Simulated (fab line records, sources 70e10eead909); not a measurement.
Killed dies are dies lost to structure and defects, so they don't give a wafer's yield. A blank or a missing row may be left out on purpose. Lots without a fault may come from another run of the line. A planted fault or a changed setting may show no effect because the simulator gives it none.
fab line records | flow nand_harc
record lots=24 wafers=72 last_day=33
route steps=1302 shown A_STAIRCASE@684
lots that met no fault: from a run of the same line without faults
start_h: hours from the record's first day to the start of the lot's first wafer shown | wait_h: hours since the lot's step before | " the same as in the row above | L1.1+2: a row that stands for several wafers | - no value, or no start given | * or withheld: withheld | < > ~ a bound
route shown NAME@n: a module of which the file shows steps, and the number in the route of the first | usual: mean/standard deviation of fault-free wafers | same: alike in all rows | chamber/n: place in a boat | sites: the reading at each site | _std_site: their standard deviation | _edge_site: outer sites' mean less inner sites' | radius_mm: how far each site lies from the wafer's centre | mask NAME#n: copy n | behind: the tool/chamber that last shaped the wafer | hold: why the lot was held/for how many hours/how that ended | device: the transistor (n, p or np) that didn't switch | end of line: the same wafers' tests at the end of the route | a step without rows: its recipe alone | killed: dies lost to structure and defects at the first sort, not the wafer's yield | map: a wafer's dies, x killed, . not, _ none there
set.NAME: the setting as run; set.NAME@STEP: as run at that earlier step | model.NAME: the simulator's own value behind a step, which no gauge read
steps of the route over a sample of lots; a table a step, a row a wafer
services: from which hour (start_h, from the record's first day; less than 0 if before it) a tool's chamber was out of use, for how many hours, and why
## steps
# step NHARC_A_STAIRCASE_ETCH_27
# recipe target_depth_a=1000 time_s=40.5 ion_energy_ev=400 c4f8_flow_sccm=20 o2_flow_sccm=10 ar_flow_sccm=withheld rf_w=600 bias_w=1000 chemistry=C4F8/O2
# usual oes_product_au=0.943/0.013 rf_vpp_V=896/6.3
# columns lot.wafer tool chamber start_h wait_h oes_product_au rf_hours_counter_h rf_vpp_V
L075.2 rie_diel-06 0 - - 0.944 12 891
L075.1 " 1 " " 0.951 14 906
L075.5 " 1 " " 0.945 - 905
L074.4 rie_diel-09 3 - - 0.935 13 894
L074.1 " 0 " " 0.963 12 906
L074.6 " 1 " " 0.939 - 894
L076.2 rie_diel-06 1 - - 0.970 22 905
L076.6 " 1 " " 0.964 - 905
L076.5 " 2 " " 0.937 - 892
L077.3 rie_diel-09 1 - - 0.927 17 894
L077.2 " 2 " " 0.962 17 887
L077.6 " 1 " " 0.944 - 896
L078.1 rie_diel-06 1 - - 0.946 30 907
L078.3 " 2 " " 0.951 28 891
L078.6 " 0 " " 0.949 - 893
L079.1 rie_diel-09 1 - - 0.927 20 893
L079.2 " 2 " " 0.959 20 889
L079.6 " 2 " " 0.958 - 886
L081.4 rie_diel-13 2 - - 0.931 24 899
L081.3 " 3 " " 0.941 28 905
L081.2 " 0 " " 0.946 31 899
L080.2 rie_diel-06 0 - - 0.937 33 892
L080.3 " 2 " " 0.949 36 893
L080.4 " 3 " " 0.908 31 888
L082.3 rie_diel-06 1 - - 0.962 38 904
L082.5 " 3 " " 0.928 - 889
L082.6 " 0 " " 0.962 - 893
L083.1 rie_diel-09 1 - - 0.937 37 893
L083.2 " 2 " " 0.949 37 885
L083.4 " 3 " " 0.949 37 895
L084.3 rie_diel-09 2 - - 0.947 40 886
L084.1 " 1 " " 0.937 39 894
L084.5 " 2 " " 0.951 - 887
L085.2 rie_diel-13 1 - - 0.954 33 900
L085.3 " 2 " " 0.945 36 900
L085.1 " 0 " " 0.950 44 900
L086.2 rie_diel-09 2 - - 0.958 43 886
L086.1 " 1 " " 0.943 43 894
L086.6 " 3 " " 0.937 - 894
L089.3 rie_diel-13 3 - - 0.926 44 906
L089.2 " 0 " " 0.946 55 899
L089.4 " 1 " " 0.956 44 899
L088.4 rie_diel-13 3 - - 0.920 44 904
L088.3 " 1 " " 0.955 44 900
L088.6 " 3 " " 0.927 - 906
L087.2 rie_diel-06 3 - - 0.911 5 888
L087.1 " 0 " " 0.949 7 892
L087.6 " 2 " " 0.949 - 891
L090.2 rie_diel-06 2 - - 0.933 8 891
L090.5 " 2 " " 0.927 - 892
L090.6 " 3 " " 0.914 - 887
L091.2 rie_diel-09 1 - - 0.945 10 895
L091.4 " 2 " " 0.919 8 905
L091.5 " 1 " " 0.942 - 895
L092.4 rie_diel-13 1 - - 0.942 3 898
L092.5 " 1 " " 0.936 - 899
L092.6 " 2 " " 0.942 - 899
L093.2 rie_diel-06 2 - - 0.944 24 891
L093.4 " 0 " " 0.944 - 890
L093.6 " 1 " " 0.967 - 904
L094.2 rie_diel-13 3 - - 0.931 7 905
L094.5 " 3 " " 0.937 - 904
L094.4 " 1 " " 0.947 - 898
L095.2 rie_diel-09 0 - - 0.925 20 903
L095.1 " 1 " " 0.956 20 894
L095.5 " 0 " " 0.927 - 902
L097.1 rie_diel-09 2 - - 0.926 23 905
L097.2 " 0 " " 0.928 25 902
L097.3 " 1 " " 0.955 25 893
L096.3 rie_diel-06 3 - - 0.926 22 887
L096.5 " 3 " " 0.929 - 887
L096.6 " 0 " " 0.956 - 891
# step NHARC_A_STAIRCASE_ETCH_194
# recipe target_depth_a=1000 time_s=40.5 ion_energy_ev=400 c4f8_flow_sccm=20 o2_flow_sccm=10 ar_flow_sccm=withheld rf_w=600 bias_w=1000 chemistry=C4F8/O2
# usual oes_product_au=0.942/0.015 rf_vpp_V=897/6.1
# columns lot.wafer tool chamber start_h wait_h oes_product_au rf_hours_counter_h rf_vpp_V
L075.1 rie_diel-06 3 - - 0.935 12 887
L075.2 " 0 " " 0.932 13 893
L075.5 " 2 " " 0.944 - 892
L074.1 rie_diel-06 2 - - 0.935 16 892
L074.4 " 0 " " 0.954 14 891
L074.6 " 2 " " 0.950 - 893
L076.2 rie_diel-13 1 - - 0.940 9 901
L076.5 " 2 " " 0.945 - 900
L076.6 " 3 " " 0.947 - 905
L077.3 rie_diel-06 1 - - 0.966 25 905
L077.2 " 0 " " 0.944 20 892
L077.6 " 1 " " 0.947 - 905
L078.3 rie_diel-09 3 - - 0.936 23 895
L078.1 " 0 " " 0.950 23 904
L078.6 " 2 " " 0.952 - 887
L079.1 rie_diel-09 1 - - 0.934 21 894
L079.2 " 2 " " 0.936 21 886
L079.6 " 1 " " 0.935 - 894
L081.4 rie_diel-06 2 - - 0.937 37 892
L081.3 " 3 " " 0.910 32 889
L081.2 " 1 " " 0.941 36 905
L080.2 rie_diel-06 2 - - 0.939 37 891
L080.3 " 0 " " 0.922 35 892
L080.4 " 1 " " 0.948 37 905
L082.3 rie_diel-13 1 - - 0.945 26 900
L082.5 " 3 " " 0.939 - 906
L082.6 " 0 " " 0.959 - 899
L083.2 rie_diel-09 2 - - 0.960 38 887
L083.4 " 0 " " 0.950 37 905
L083.1 " 1 " " 0.932 37 895
L084.1 rie_diel-13 1 - - 0.934 32 901
L084.3 " 0 " " 0.959 43 899
L084.5 " 2 " " 0.933 - 898
L085.2 rie_diel-13 1 - - 0.930 34 900
L085.3 " 2 " " 0.925 37 901
L085.1 " 0 " " 0.943 45 900
L086.1 rie_diel-09 1 - - 0.944 43 895
L086.2 " 0 " " 0.952 42 903
L086.6 " 1 " " 0.948 - 894
L089.4 rie_diel-06 1 - - 0.981 4 905
L089.3 " 2 " " 0.955 2 891
L089.2 " 3 " " 0.918 2 887
L088.3 rie_diel-13 0 - - 0.946 56 900
L088.4 " 1 " " 0.939 45 901
L088.6 " 0 " " 0.944 - 900
L087.1 rie_diel-06 2 - - 0.936 7 892
L087.2 " 1 " " 0.977 10 904
L087.6 " 2 " " 0.945 - 893
L090.2 rie_diel-13 3 - - 0.953 53 906
L090.6 " 3 " " 0.939 - 904
L090.5 " 0 " " 0.963 - 902
L091.4 rie_diel-09 0 - - 0.929 10 903
L091.2 " 2 " " 0.925 9 907
L091.5 " 0 " " 0.918 - 904
L092.4 rie_diel-13 3 - - 0.932 4 904
L092.6 " 3 " " 0.930 - 904
L092.5 " 0 " " 0.973 - 899
L093.2 rie_diel-13 1 - - 0.936 9 899
L093.4 " 3 " " 0.924 - 903
L093.6 " 1 " " 0.934 - 899
L094.2 rie_diel-13 2 - - 0.950 9 900
L094.5 " 1 " " 0.952 - 899
L094.4 " 2 " " 0.949 - 897
L095.1 rie_diel-09 1 - - 0.952 22 894
L095.2 " 3 " " 0.924 19 892
L095.5 " 2 " " 0.924 - 905
L097.3 rie_diel-06 0 - - 0.960 38 890
L097.1 " 2 " " 0.947 34 892
L097.2 " 3 " " 0.934 22 888
L096.3 rie_diel-13 1 - - 0.950 20 898
L096.6 " 0 " " 0.978 - 900
L096.5 " 1 " " 0.947 - 898
# step NHARC_A_STAIRCASE_ETCH_201
# recipe target_depth_a=1000 time_s=40.5 ion_energy_ev=400 c4f8_flow_sccm=20 o2_flow_sccm=10 ar_flow_sccm=withheld rf_w=600 bias_w=1000 chemistry=C4F8/O2
# usual oes_product_au=0.945/0.016 rf_vpp_V=897/6.2
# columns lot.wafer tool chamber start_h wait_h oes_product_au rf_hours_counter_h rf_vpp_V
L075.1 rie_diel-06 3 - - 0.937 13 887
L075.2 " 0 " " 0.937 13 892
L075.5 " 3 " " 0.922 - 888
L074.4 rie_diel-13 3 - - 0.951 5 905
L074.1 " 1 " " 0.969 7 900
L074.6 " 0 " " 0.945 - 900
L076.2 rie_diel-06 3 - - 0.930 18 888
L076.5 " 0 " " 0.929 - 893
L076.6 " 1 " " 0.965 - 906
L077.2 rie_diel-13 2 - - 0.946 9 898
L077.3 " 3 " " 0.957 12 907
L077.6 " 1 " " 0.966 - 899
L078.1 rie_diel-06 2 - - 0.958 28 892
L078.3 " 0 " " 0.936 26 892
L078.6 " 3 " " 0.918 - 888
L079.1 rie_diel-09 1 - - 0.933 21 894
L079.2 " 3 " " 0.928 24 895
L079.6 " 0 " " 0.944 - 905
L081.3 rie_diel-06 1 - - 0.961 37 907
L081.4 " 2 " " 0.944 38 892
L081.2 " 3 " " 0.921 32 889
L080.2 rie_diel-13 0 - - 0.960 32 900
L080.4 " 1 " " 0.949 22 900
L080.3 " 3 " " 0.944 29 906
L082.3 rie_diel-09 3 - - 0.936 34 895
L082.5 " 2 " " 0.939 - 886
L082.6 " 3 " " 0.946 - 893
L083.4 rie_diel-09 1 - - 0.939 38 894
L083.2 " 2 " " 0.964 38 885
L083.1 " 0 " " 0.948 37 904
L084.3 rie_diel-13 1 - - 0.948 32 899
L084.1 " 0 " " 0.945 44 899
L084.5 " 1 " " 0.953 - 899
L085.3 rie_diel-13 0 - - 0.952 46 900
L085.1 " 1 " " 0.957 34 900
L085.2 " 2 " " 0.939 37 899
L086.2 rie_diel-06 1 - - 0.963 49 905
L086.1 " 2 " " 0.945 54 891
L086.6 " 0 " " 0.955 - 892
L089.2 rie_diel-06 2 - - 0.932 3 891
L089.4 " 3 " " 0.906 3 888
L089.3 " 1 " " 0.961 5 906
L088.3 rie_diel-06 2 - - 0.947 3 893
L088.4 " 3 " " 0.919 3 887
L088.6 " 1 " " 0.968 - 904
L087.2 rie_diel-06 0 - - 0.949 9 892
L087.1 " 1 " " 0.961 10 904
L087.6 " 3 " " 0.929 - 889
L090.2 rie_diel-06 3 - - 0.927 9 886
L090.6 " 3 " " 0.929 - 888
L090.5 " 0 " " 0.952 - 892
L091.4 rie_diel-09 3 - - 0.932 9 894
L091.2 " 0 " " 0.919 11 903
L091.5 " 0 " " 0.923 - 903
L092.4 rie_diel-06 2 - - 0.953 - 891
L092.5 " 0 " " 0.953 - 891
L092.6 " 1 " " 0.965 - 902
L093.4 rie_diel-09 3 - - 0.927 16 893
L093.2 " 2 " " 0.914 17 906
L093.6 " 0 " " 0.920 - 903
L094.2 rie_diel-13 2 - - 0.949 9 899
L094.4 " 2 " " 0.947 - 899
L094.5 " 3 " " 0.932 - 904
L095.2 rie_diel-09 2 - - 0.940 20 905
L095.1 " 1 " " 0.967 22 894
L095.5 " 3 " " 0.932 - 892
L097.1 rie_diel-06 2 - - 0.953 34 891
L097.3 " 3 " " 0.926 22 887
L097.2 " 0 " " 0.963 38 891
L096.3 rie_diel-13 1 - - 0.950 20 898
L096.6 " 0 " " 0.986 - 900
L096.5 " 1 " " 0.945 - 900
# step NHARC_A_STAIRCASE_STRIP_205
# recipe power_w=1500 temp_c=250 chemistry=O2
# usual drypump_motor_current_A=5.6/0.42 heater_power_w=359/23 temp_c=249.99/0.18
# columns lot.wafer tool chamber start_h wait_h drypump_motor_current_A heater_power_w rf_hours_counter_h temp_c
L075.1 plasma_asher-01 0 362.34 0.1 5.2 369 2 250.00
L075.2 " 1 " " 4.8 346 2 250.13
L075.5 " 0 " " 5.2 374 - 249.93
L074.1 plasma_asher-02 0 369.37 0.1 5.8 354 26 250.01
L074.4 " 1 " " 5.9 346 - 249.69
L074.6 " 0 " " 5.8 351 - 250.10
L076.2 plasma_asher-02 0 381.64 0.1 5.8 354 28 250.17
L076.5 " 0 " " 5.9 355 - 250.03
L076.6 " 1 " " 5.9 329 - 250.11
L077.2 plasma_asher-02 1 389.20 0.1 5.9 335 29 250.31
L077.3 " 0 " " 5.9 358 - 250.12
L077.6 " 1 " " 5.9 330 - 250.09
L078.1 plasma_asher-01 1 401.86 0.1 4.8 350 9 250.23
L078.3 " 1 " " 4.8 353 - 249.82
L078.6 " 0 " " 5.2 372 - 249.74
L079.1 plasma_asher-01 0 402.34 0.1 5.2 368 10 250.22
L079.2 " 1 " " 4.8 359 10 250.10
L079.6 " 1 " " 4.8 351 - 250.25
L081.2 plasma_asher-01 1 432.72 0.1 4.8 351 16 250.19
L081.4 " 0 " " 5.2 366 - 249.95
L081.3 " 1 " " 4.8 350 - 250.41
L080.2 plasma_asher-01 0 433.21 0.1 5.2 382 16 250.04
L080.3 " 0 " " 5.2 376 - 250.06
L080.4 " 1 " " 4.8 349 - 249.82
L082.3 plasma_asher-02 0 446.15 0.2 5.9 392 - 249.62
L082.5 " 0 " " 5.8 395 - 249.86
L082.6 " 1 " " 5.9 333 - 249.94
L083.2 plasma_asher-02 0 455.61 0.1 5.9 396 5 250.26
L083.1 " 1 " " 5.9 334 5 249.86
L083.4 " 0 " " 5.8 387 - 250.07
L084.1 plasma_asher-02 1 465.44 0.1 5.9 332 8 249.99
L084.3 " 0 " " 5.9 374 - 250.02
L084.5 " 0 " " 5.9 393 - 249.59
L085.2 plasma_asher-02 0 471.02 0.1 5.9 387 9 250.23
L085.1 " 1 " " 5.9 329 9 249.98
L085.3 " 1 " " 5.9 333 - 250.18
L086.1 plasma_asher-02 1 476.12 0.1 5.9 330 9 249.99
L086.2 " 0 " " 5.8 393 9 250.07
L086.6 " 0 " " 5.8 388 - 250.41
L089.2 plasma_asher-02 1 501.31 0.1 5.9 335 14 249.95
L089.3 " 1 " " 5.9 336 - 249.84
L089.4 " 0 " " 5.9 401 - 250.18
L088.3 plasma_asher-02 0 502.17 0.2 5.9 388 - 250.17
L088.4 " 1 " " 5.9 337 - 249.75
L088.6 " 0 " " 5.9 386 - 250.10
L087.2 plasma_asher-01 0 514.85 0.1 5.2 374 34 250.16
L087.1 " 1 " " 4.8 353 34 250.13
L087.6 " 1 " " 4.9 347 - 249.69
L090.2 plasma_asher-02 1 521.90 0.1 5.9 337 19 250.07
L090.6 " 0 " " 5.8 392 - 249.84
L090.5 " 1 " " 5.9 336 - 249.81
L091.2 plasma_asher-02 0 534.54 0.3 5.8 391 23 249.84
L091.4 " 0 " " 5.9 379 - 249.82
L091.5 " 1 " " 5.9 335 - 249.86
L092.4 plasma_asher-02 0 545.37 0.2 5.9 382 - 249.78
L092.6 " 0 " " 5.9 380 - 249.91
L092.5 " 1 " " 5.9 331 - 249.93
L093.2 plasma_asher-02 1 563.33 0.1 5.9 333 28 250.04
L093.4 " 0 " " 5.8 386 - 249.73
L093.6 " 0 " " 5.9 402 - 249.72
L094.2 plasma_asher-01 1 563.42 0.1 4.8 348 6 249.80
L094.4 " 1 " " 4.8 342 - 249.76
L094.5 " 0 " " 5.2 366 - 249.67
L095.2 plasma_asher-01 1 569.38 0.1 4.8 352 7 249.98
L095.1 " 0 " " 5.2 371 7 249.94
L095.5 " 0 " " 5.2 366 - 249.70
L097.2 plasma_asher-02 1 583.07 0.1 5.9 332 33 250.00
L097.1 " 0 " " 5.9 390 33 249.95
L097.3 " 0 " " 5.9 386 - 250.10
L096.3 plasma_asher-02 0 584.94 0.2 5.9 382 - 249.86
L096.6 " 1 " " 5.9 337 - 250.14
L096.5 " 0 " " 5.9 391 - 249.96
# step NHARC_A_STAIRCASE_ETCH_221
# recipe target_depth_a=1000 time_s=40.5 ion_energy_ev=400 c4f8_flow_sccm=20 o2_flow_sccm=10 ar_flow_sccm=withheld rf_w=600 bias_w=1000 chemistry=C4F8/O2
# usual oes_product_au=0.938/0.017 rf_vpp_V=896/6.4
# columns lot.wafer tool chamber start_h wait_h oes_product_au rf_hours_counter_h rf_vpp_V
L075.2 rie_diel-06 1 - - 0.949 15 906
L075.1 " 0 " " 0.946 13 893
L075.5 " 1 " " 0.948 - 906
L074.1 rie_diel-09 0 - - 0.938 14 905
L074.4 " 2 " " 0.952 13 886
L074.6 " 3 " " 0.924 - 894
L076.2 rie_diel-06 2 - - 0.940 23 893
L076.6 " 1 " " 0.949 - 905
L076.5 " 2 " " 0.946 - 893
L077.2 rie_diel-06 1 - - 0.933 25 906
L077.3 " 0 " " 0.922 21 892
L077.6 " 2 " " 0.928 - 894
L079.1 rie_diel-06 1 - - 0.948 31 906
L079.2 " 3 " " 0.917 24 888
L079.6 " 1 " " 0.949 - 905
L078.1 rie_diel-13 1 - - 0.942 15 899
L078.3 " 2 " " 0.925 19 900
L078.6 " 1 " " 0.945 - 900
L081.2 rie_diel-09 1 - - 0.917 31 895
L081.3 " 2 " " 0.931 31 888
L081.4 " 3 " " 0.923 32 893
L080.2 rie_diel-09 1 - - 0.919 31 895
L080.4 " 2 " " 0.937 31 887
L080.3 " 0 " " 0.952 32 904
L082.3 rie_diel-09 0 - - 0.958 34 904
L082.5 " 1 " " 0.926 - 895
L082.6 " 2 " " 0.952 - 887
L083.4 rie_diel-06 3 - - 0.933 43 887
L083.2 " 0 " " 0.985 44 893
L083.1 " 1 " " 0.965 44 906
L084.3 rie_diel-06 3 - - 0.919 45 888
L084.1 " 1 " " 0.954 45 906
L084.5 " 2 " " 0.944 - 893
L085.2 rie_diel-06 3 - - 0.888 49 888
L085.1 " 0 " " 0.940 47 892
L085.3 " 2 " " 0.919 52 891
L086.2 rie_diel-06 1 - - 0.950 50 905
L086.1 " 3 " " 0.911 52 889
L086.6 " 0 " " 0.937 - 892
L089.2 rie_diel-13 0 - - 0.927 56 899
L089.4 " 1 " " 0.931 46 901
L089.3 " 2 " " 0.920 49 899
L088.3 rie_diel-06 1 - - 0.974 6 905
L088.4 " 2 " " 0.960 4 893
L088.6 " 0 " " 0.959 - 890
L087.1 rie_diel-13 2 - - 0.945 55 900
L087.2 " 0 " " 0.961 63 900
L087.6 " 1 " " 0.945 - 900
L090.2 rie_diel-09 3 - - 0.946 4 892
L090.6 " 3 " " 0.945 - 893
L090.5 " 0 " " 0.921 - 904
L091.2 rie_diel-13 3 - - 0.923 2 905
L091.4 " 0 " " 0.959 1 899
L091.5 " 0 " " 0.948 - 900
L092.5 rie_diel-06 2 - - 0.940 - 892
L092.4 " 0 " " 0.948 - 890
L092.6 " 1 " " 0.948 - 905
L093.2 rie_diel-06 2 - - 0.938 27 891
L093.6 " 0 " " 0.951 - 891
L093.4 " 1 " " 0.958 - 904
L094.2 rie_diel-09 1 - - 0.945 20 894
L094.4 " 3 " " 0.931 17 893
L094.5 " 0 " " 0.918 - 903
L095.2 rie_diel-06 1 - - 0.951 32 905
L095.1 " 2 " " 0.926 31 890
L095.5 " 0 " " 0.943 - 889
L097.2 rie_diel-09 0 - - 0.910 30 902
L097.1 " 2 " " 0.927 25 905
L097.3 " 3 " " 0.918 26 892
L096.3 rie_diel-06 2 - - 0.957 35 891
L096.5 " 0 " " 0.965 - 890
L096.6 " 1 " " 0.971 - 904
# step NHARC_A_STAIRCASE_ETCH_232
# recipe target_depth_a=1000 time_s=40.5 ion_energy_ev=400 c4f8_flow_sccm=20 o2_flow_sccm=10 ar_flow_sccm=withheld rf_w=600 bias_w=1000 chemistry=C4F8/O2
# usual oes_product_au=0.949/0.016 rf_vpp_V=897/6.2
# columns lot.wafer tool chamber start_h wait_h oes_product_au rf_hours_counter_h rf_vpp_V
L075.1 rie_diel-13 3 - - 0.956 5 906
L075.2 " 1 " " 0.962 6 900
L075.5 " 3 " " 0.949 - 907
L074.4 rie_diel-09 2 - - 0.950 14 888
L074.1 " 3 " " 0.939 16 894
L074.6 " 1 " " 0.913 - 895
L076.2 rie_diel-13 2 - - 0.943 8 900
L076.6 " 0 " " 0.963 - 900
L076.5 " 1 " " 0.981 - 900
L077.2 rie_diel-13 1 - - 0.976 12 901
L077.3 " 3 " " 0.943 13 907
L077.6 " 0 " " 0.955 - 900
L079.1 rie_diel-06 3 - - 0.933 25 889
L079.2 " 1 " " 0.945 32 905
L079.6 " 3 " " 0.928 - 888
L078.1 rie_diel-06 2 - - 0.955 31 893
L078.3 " 0 " " 0.955 28 893
L078.6 " 2 " " 0.964 - 893
L081.2 rie_diel-06 2 - - 0.961 38 893
L081.4 " 3 " " 0.950 33 887
L081.3 " 1 " " 0.972 37 906
L080.2 rie_diel-06 0 - - 0.945 36 892
L080.3 " 2 " " 0.960 39 894
L080.4 " 3 " " 0.930 34 887
L082.3 rie_diel-09 0 - - 0.949 35 904
L082.6 " 1 " " 0.917 - 894
L082.5 " 2 " " 0.936 - 887
L083.2 rie_diel-06 0 - - 0.957 44 892
L083.4 " 1 " " 0.953 44 904
L083.1 " 3 " " 0.926 44 887
L084.1 rie_diel-09 0 - - 0.953 40 906
L084.3 " 2 " " 0.961 42 886
L084.5 " 3 " " 0.944 - 892
L085.1 rie_diel-06 2 - - 0.943 53 893
L085.2 " 3 " " 0.913 50 887
L085.3 " 0 " " 0.968 48 891
L086.1 rie_diel-06 1 - - 0.962 51 904
L086.2 " 3 " " 0.919 52 887
L086.6 " 0 " " 0.962 - 893
L089.2 rie_diel-06 1 - - 0.955 6 906
L089.3 " 2 " " 0.947 4 892
L089.4 " 3 " " 0.914 4 887
L088.4 rie_diel-13 3 - - 0.946 47 905
L088.3 " 0 " " 0.949 58 901
L088.6 " 2 " " 0.961 - 899
L087.1 rie_diel-13 1 - - 0.944 51 900
L087.2 " 3 " " 0.934 53 903
L087.6 " 0 " " 0.965 - 900
L090.2 rie_diel-06 1 - - 0.962 14 905
L090.5 " 0 " " 0.942 - 892
L090.6 " 1 " " 0.961 - 904
L091.4 rie_diel-13 1 - - 0.944 2 898
L091.2 " 0 " " 0.958 2 899
L091.5 " 1 " " 0.941 - 900
L092.4 rie_diel-09 0 - - 0.955 17 906
L092.5 " 0 " " 0.953 - 903
L092.6 " 1 " " 0.977 - 893
L094.2 rie_diel-09 1 - - 0.939 21 894
L094.4 " 3 " " 0.929 18 893
L094.5 " 1 " " 0.951 - 894
L093.2 rie_diel-09 0 - - 0.938 22 903
L093.4 " 2 " " 0.939 20 904
L093.6 " 1 " " 0.975 - 894
L095.1 rie_diel-09 2 - - 0.928 21 906
L095.2 " 3 " " 0.920 20 893
L095.5 " 2 " " 0.926 - 904
L097.3 rie_diel-13 1 - - 0.955 20 899
L097.2 " 2 " " 0.940 19 900
L097.1 " 3 " " 0.972 19 906
L096.3 rie_diel-06 1 - - 0.970 38 905
L096.5 " 1 " " 0.965 - 905
L096.6 " 2 " " 0.952 - 891
## services
# columns tool chamber start_h hours kind
rie_diel-06 0 340.70 - clean
rie_diel-06 1 340.70 - clean
rie_diel-06 2 340.70 - clean
rie_diel-06 3 340.70 - clean
plasma_asher-01 - 342.10 9.0 pm
rie_diel-13 - 343.67 9.0 pm
rie_diel-06 0 365.21 - clean
rie_diel-06 1 365.21 - clean
plasma_asher-01 - 395.80 0.7 repair
rie_diel-13 1 398.19 8.2 repair
rie_diel-09 - 404.02 6.5 repair
plasma_asher-02 - 418.16 1.6 repair
plasma_asher-02 - 420.71 1.4 repair
plasma_asher-02 - 426.30 9.0 pm
rie_diel-09 - 428.20 1.1 repair
rie_diel-06 2 455.09 1.5 repair
plasma_asher-02 - 465.69 0.9 repair
rie_diel-06 - 484.20 9.0 pm
rie_diel-09 - 497.48 9.0 pm
rie_diel-06 2 504.75 2.4 repair
rie_diel-09 - 507.54 1.2 repair
rie_diel-09 1 514.45 2.4 repair
plasma_asher-01 - 519.14 9.0 pm
rie_diel-13 - 520.67 9.0 pm
## key
fault none
